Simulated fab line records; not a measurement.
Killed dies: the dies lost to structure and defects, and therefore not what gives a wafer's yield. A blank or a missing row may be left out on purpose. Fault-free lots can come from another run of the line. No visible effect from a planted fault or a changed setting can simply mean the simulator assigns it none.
Matching of chambers	flow n5Finfet	rieDiel-05 running N5_FIN_SAQP_SPACER1_ETCHBACK_25: 4 sister chambers
The step etches SiO2 in CHF3/O2, target depth 24.4 nm, time 12.2 s. 4 wafers are shown with their chamber, then 7 later ones without.

WAFERS PAIRED WITH THEIR CHAMBERS
wafer	chamber	showerheadPlenumPTorr (Torr)
L081.4	3	2.29
L082.1	2	2.54
L090.1	1	2.38
L090.4	0	2.54

WAFERS WHOSE CHAMBER IS MISSING
wafer	showerheadPlenumPTorr (Torr)
L090.5	2.38
L093.3	2.37
L093.4	2.28
L093.6	2.54
L095.1	2.28
L095.4	2.37
L095.6	2.37

WHICH CHAMBER EACH ONE RAN IN
wafer	from the rows above	in truth
L090.5	1	1
L093.3	1	1
L093.4	3	3
L093.6	can't be placed: 0 or 2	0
L095.1	3	3
L095.4	1	1
L095.6	1	1
Correct placement for 6 of the 7. These rows do not allow placing 1 (true chamber among the candidates in 1). Wrongly placed: 0.
How it was worked out, from the rows above alone: a wafer's distance from a chamber is the root of the sum, over the readings, of the square of ((its reading less the chamber's mean) divided by the reading's scatter). If the next closest chamber is less than 2 further off than the closest, the wafer can't be placed; otherwise it belongs to the closest. Each chamber's mean is taken over the wafers shown for it. The scatter: with one shown wafer a chamber, the root of the mean of the squares of how far each hidden wafer lies from its nearest shown one.
